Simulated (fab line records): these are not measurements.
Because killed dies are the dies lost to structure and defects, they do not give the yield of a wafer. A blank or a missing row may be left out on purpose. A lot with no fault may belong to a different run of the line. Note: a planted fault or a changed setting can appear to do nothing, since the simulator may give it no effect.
Split-lot experiment || flow n5 finfet || 7 lots, 39 wafers read, on a route of 1938 steps

## THE SPLIT
At N5_MIM_BOT_SPUTTER_00 (material TiN, target thk 35 nm, time 89.7 s), the setting time s was moved away from the recipe's 89.7 s on 18 of the 39 wafers read, by -21.2% to +56.6%. The other wafers ran this setting at the recipe's value.

The reading comes from the split's own step.

## THE READING
TiN_of_MIM_BOT_SPUTTER_00.thk nm (the simulator's own value, which no gauge read), in nm, at N5_MIM_BOT_SPUTTER_00 (material TiN, target thk 35 nm, time 89.7 s). No usual value for it is given in the file. Here, 21 wafers ran the recipe; their average is 34.9 nm with a standard deviation of 0.36 nm.

{"wafer": "L081.1", "tool, chamber at the split": "pvd sputter-03, -", "time s as run, s": 89.7, "against the recipe": "recipe", "TiN_of_MIM_BOT_SPUTTER_00.thk nm, nm": 34.8, "against lot-mates on the recipe": "-"}
{"wafer": "L081.5", "tool, chamber at the split": "pvd sputter-03, -", "time s as run, s": 89.7, "against the recipe": "recipe", "TiN_of_MIM_BOT_SPUTTER_00.thk nm, nm": 34.8, "against lot-mates on the recipe": "-"}
{"wafer": "L081.2", "tool, chamber at the split": "pvd sputter-03, -", "time s as run, s": 89.7, "against the recipe": "recipe", "TiN_of_MIM_BOT_SPUTTER_00.thk nm, nm": 35, "against lot-mates on the recipe": "-"}
{"wafer": "L081.3", "tool, chamber at the split": "pvd sputter-03, -", "time s as run, s": 140.5, "against the recipe": "+56.6%", "TiN_of_MIM_BOT_SPUTTER_00.thk nm, nm": 55, "against lot-mates on the recipe": "+20.1"}
{"wafer": "L081.4", "tool, chamber at the split": "pvd sputter-03, -", "time s as run, s": 140.5, "against the recipe": "+56.6%", "TiN_of_MIM_BOT_SPUTTER_00.thk nm, nm": 55, "against lot-mates on the recipe": "+20.1"}
{"wafer": "L081.6", "tool, chamber at the split": "pvd sputter-03, -", "time s as run, s": 140.5, "against the recipe": "+56.6%", "TiN_of_MIM_BOT_SPUTTER_00.thk nm, nm": 54.6, "against lot-mates on the recipe": "+19.7"}
{"wafer": "L085.1", "tool, chamber at the split": "pvd sputter-02, -", "time s as run, s": 89.7, "against the recipe": "recipe", "TiN_of_MIM_BOT_SPUTTER_00.thk nm, nm": 34.8, "against lot-mates on the recipe": "-"}
{"wafer": "L085.2", "tool, chamber at the split": "pvd sputter-02, -", "time s as run, s": 89.7, "against the recipe": "recipe", "TiN_of_MIM_BOT_SPUTTER_00.thk nm, nm": 35.2, "against lot-mates on the recipe": "-"}
{"wafer": "L085.4", "tool, chamber at the split": "pvd sputter-02, -", "time s as run, s": 89.7, "against the recipe": "recipe", "TiN_of_MIM_BOT_SPUTTER_00.thk nm, nm": 35.2, "against lot-mates on the recipe": "-"}
{"wafer": "L089.1", "tool, chamber at the split": "pvd sputter-01, -", "time s as run, s": 89.7, "against the recipe": "recipe", "TiN_of_MIM_BOT_SPUTTER_00.thk nm, nm": 35.6, "against lot-mates on the recipe": "-"}
{"wafer": "L089.2", "tool, chamber at the split": "pvd sputter-01, -", "time s as run, s": 89.7, "against the recipe": "recipe", "TiN_of_MIM_BOT_SPUTTER_00.thk nm, nm": 35.2, "against lot-mates on the recipe": "-"}
{"wafer": "L089.3", "tool, chamber at the split": "pvd sputter-01, -", "time s as run, s": 138.3, "against the recipe": "+54.2%", "TiN_of_MIM_BOT_SPUTTER_00.thk nm, nm": 54.8, "against lot-mates on the recipe": "+19.3"}
{"wafer": "L089.4", "tool, chamber at the split": "pvd sputter-01, -", "time s as run, s": 89.7, "against the recipe": "recipe", "TiN_of_MIM_BOT_SPUTTER_00.thk nm, nm": 35.8, "against lot-mates on the recipe": "-"}
{"wafer": "L089.5", "tool, chamber at the split": "pvd sputter-01, -", "time s as run, s": 138.3, "against the recipe": "+54.2%", "TiN_of_MIM_BOT_SPUTTER_00.thk nm, nm": 54.2, "against lot-mates on the recipe": "+18.7"}
{"wafer": "L089.6", "tool, chamber at the split": "pvd sputter-01, -", "time s as run, s": 138.3, "against the recipe": "+54.2%", "TiN_of_MIM_BOT_SPUTTER_00.thk nm, nm": 54.2, "against lot-mates on the recipe": "+18.7"}
{"wafer": "L090.1", "tool, chamber at the split": "pvd sputter-02, -", "time s as run, s": 89.7, "against the recipe": "recipe", "TiN_of_MIM_BOT_SPUTTER_00.thk nm, nm": 34.4, "against lot-mates on the recipe": "-"}
{"wafer": "L090.2", "tool, chamber at the split": "pvd sputter-02, -", "time s as run, s": 114, "against the recipe": "+27.1%", "TiN_of_MIM_BOT_SPUTTER_00.thk nm, nm": 44.2, "against lot-mates on the recipe": "+9.7"}
{"wafer": "L090.5", "tool, chamber at the split": "pvd sputter-02, -", "time s as run, s": 114, "against the recipe": "+27.1%", "TiN_of_MIM_BOT_SPUTTER_00.thk nm, nm": 44.2, "against lot-mates on the recipe": "+9.7"}
{"wafer": "L090.3", "tool, chamber at the split": "pvd sputter-02, -", "time s as run, s": 114, "against the recipe": "+27.1%", "TiN_of_MIM_BOT_SPUTTER_00.thk nm, nm": 43.8, "against lot-mates on the recipe": "+9.3"}
{"wafer": "L090.4", "tool, chamber at the split": "pvd sputter-02, -", "time s as run, s": 89.7, "against the recipe": "recipe", "TiN_of_MIM_BOT_SPUTTER_00.thk nm, nm": 34.6, "against lot-mates on the recipe": "-"}
{"wafer": "L090.6", "tool, chamber at the split": "pvd sputter-02, -", "time s as run, s": 89.7, "against the recipe": "recipe", "TiN_of_MIM_BOT_SPUTTER_00.thk nm, nm": 34.6, "against lot-mates on the recipe": "-"}
{"wafer": "L091.1", "tool, chamber at the split": "pvd sputter-02, -", "time s as run, s": 89.7, "against the recipe": "recipe", "TiN_of_MIM_BOT_SPUTTER_00.thk nm, nm": 34.4, "against lot-mates on the recipe": "-"}
{"wafer": "L091.2", "tool, chamber at the split": "pvd sputter-02, -", "time s as run, s": 89.7, "against the recipe": "recipe", "TiN_of_MIM_BOT_SPUTTER_00.thk nm, nm": 34.4, "against lot-mates on the recipe": "-"}
{"wafer": "L091.3", "tool, chamber at the split": "pvd sputter-02, -", "time s as run, s": 111.2, "against the recipe": "+24.0%", "TiN_of_MIM_BOT_SPUTTER_00.thk nm, nm": 43.4, "against lot-mates on the recipe": "+8.9"}
{"wafer": "L091.4", "tool, chamber at the split": "pvd sputter-02, -", "time s as run, s": 111.2, "against the recipe": "+24.0%", "TiN_of_MIM_BOT_SPUTTER_00.thk nm, nm": 43, "against lot-mates on the recipe": "+8.5"}
{"wafer": "L091.5", "tool, chamber at the split": "pvd sputter-02, -", "time s as run, s": 111.2, "against the recipe": "+24.0%", "TiN_of_MIM_BOT_SPUTTER_00.thk nm, nm": 42.6, "against lot-mates on the recipe": "+8.1"}
{"wafer": "L091.6", "tool, chamber at the split": "pvd sputter-02, -", "time s as run, s": 89.7, "against the recipe": "recipe", "TiN_of_MIM_BOT_SPUTTER_00.thk nm, nm": 34.8, "against lot-mates on the recipe": "-"}
{"wafer": "L095.1", "tool, chamber at the split": "pvd sputter-03, -", "time s as run, s": 120.1, "against the recipe": "+33.9%", "TiN_of_MIM_BOT_SPUTTER_00.thk nm, nm": 47, "against lot-mates on the recipe": "+12.2"}
{"wafer": "L095.2", "tool, chamber at the split": "pvd sputter-03, -", "time s as run, s": 89.7, "against the recipe": "recipe", "TiN_of_MIM_BOT_SPUTTER_00.thk nm, nm": 34.8, "against lot-mates on the recipe": "-"}
{"wafer": "L095.3", "tool, chamber at the split": "pvd sputter-03, -", "time s as run, s": 120.1, "against the recipe": "+33.9%", "TiN_of_MIM_BOT_SPUTTER_00.thk nm, nm": 47.2, "against lot-mates on the recipe": "+12.4"}
{"wafer": "L095.4", "tool, chamber at the split": "pvd sputter-03, -", "time s as run, s": 89.7, "against the recipe": "recipe", "TiN_of_MIM_BOT_SPUTTER_00.thk nm, nm": 34.6, "against lot-mates on the recipe": "-"}
{"wafer": "L095.5", "tool, chamber at the split": "pvd sputter-03, -", "time s as run, s": 120.1, "against the recipe": "+33.9%", "TiN_of_MIM_BOT_SPUTTER_00.thk nm, nm": 46.4, "against lot-mates on the recipe": "+11.6"}
{"wafer": "L095.6", "tool, chamber at the split": "pvd sputter-03, -", "time s as run, s": 89.7, "against the recipe": "recipe", "TiN_of_MIM_BOT_SPUTTER_00.thk nm, nm": 35, "against lot-mates on the recipe": "-"}
{"wafer": "L096.1", "tool, chamber at the split": "pvd sputter-02, -", "time s as run, s": 89.7, "against the recipe": "recipe", "TiN_of_MIM_BOT_SPUTTER_00.thk nm, nm": 35.2, "against lot-mates on the recipe": "-"}
{"wafer": "L096.2", "tool, chamber at the split": "pvd sputter-02, -", "time s as run, s": 89.7, "against the recipe": "recipe", "TiN_of_MIM_BOT_SPUTTER_00.thk nm, nm": 35, "against lot-mates on the recipe": "-"}
{"wafer": "L096.6", "tool, chamber at the split": "pvd sputter-02, -", "time s as run, s": 89.7, "against the recipe": "recipe", "TiN_of_MIM_BOT_SPUTTER_00.thk nm, nm": 35, "against lot-mates on the recipe": "-"}
{"wafer": "L096.3", "tool, chamber at the split": "pvd sputter-02, -", "time s as run, s": 70.65, "against the recipe": "-21.2%", "TiN_of_MIM_BOT_SPUTTER_00.thk nm, nm": 27.4, "against lot-mates on the recipe": -7.7}
{"wafer": "L096.5", "tool, chamber at the split": "pvd sputter-02, -", "time s as run, s": 70.65, "against the recipe": "-21.2%", "TiN_of_MIM_BOT_SPUTTER_00.thk nm, nm": 27.4, "against lot-mates on the recipe": -7.7}
{"wafer": "L096.4", "tool, chamber at the split": "pvd sputter-02, -", "time s as run, s": 70.65, "against the recipe": "-21.2%", "TiN_of_MIM_BOT_SPUTTER_00.thk nm, nm": 27.6, "against lot-mates on the recipe": -7.5}

THE FIT
A straight line over all 39 wafers: TiN_of_MIM_BOT_SPUTTER_00.thk nm changes by +0.353 nm for each +1% of time s; r = +1.00; the points scatter about the line by 0.37 nm.
The same after taking each lot's own level away (the mean of its wafers on the recipe; 39 wafers): +0.352 nm for each +1%; r = +1.00; scatter 0.23 nm.
That fit puts the effect of the largest move of time s on the reading at 20 nm.
The lots' own levels span 34.53 to 35.53 nm, that is 2.8 times the standard deviation above.
Hence the lot-to-lot level has little effect on the slope; both slopes agree.
Check: +19.9 nm against its lot-mates is what the line predicts for one of the wafers moved furthest among these (+56.6%) when that wafer is left out of the fit. It came out at +20.1 nm against them.

## OTHER SPLITS ON THESE WAFERS
Note: prior to the reading, these wafers also went through further splits. Each is held against what the fit with the lots' levels taken away leaves over:
{"other split on the same wafers": "N5_BEOL_M11_PECVD_70 time s", "wafers away from the commonest value": 15, "r with TiN_of_MIM_BOT_SPUTTER_00.thk nm (lot level and that fit taken away)": -0.11}
{"other split on the same wafers": "N5_BEOL_M12_DEP_53 target thk a", "wafers away from the commonest value": 15, "r with TiN_of_MIM_BOT_SPUTTER_00.thk nm (lot level and that fit taken away)": -0.11}

## THE FILE'S OWN FIT
TiN_of_MIM_BOT_SPUTTER_00.thk nm changes by +0.352 nm for each +1% of time s, r = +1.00.
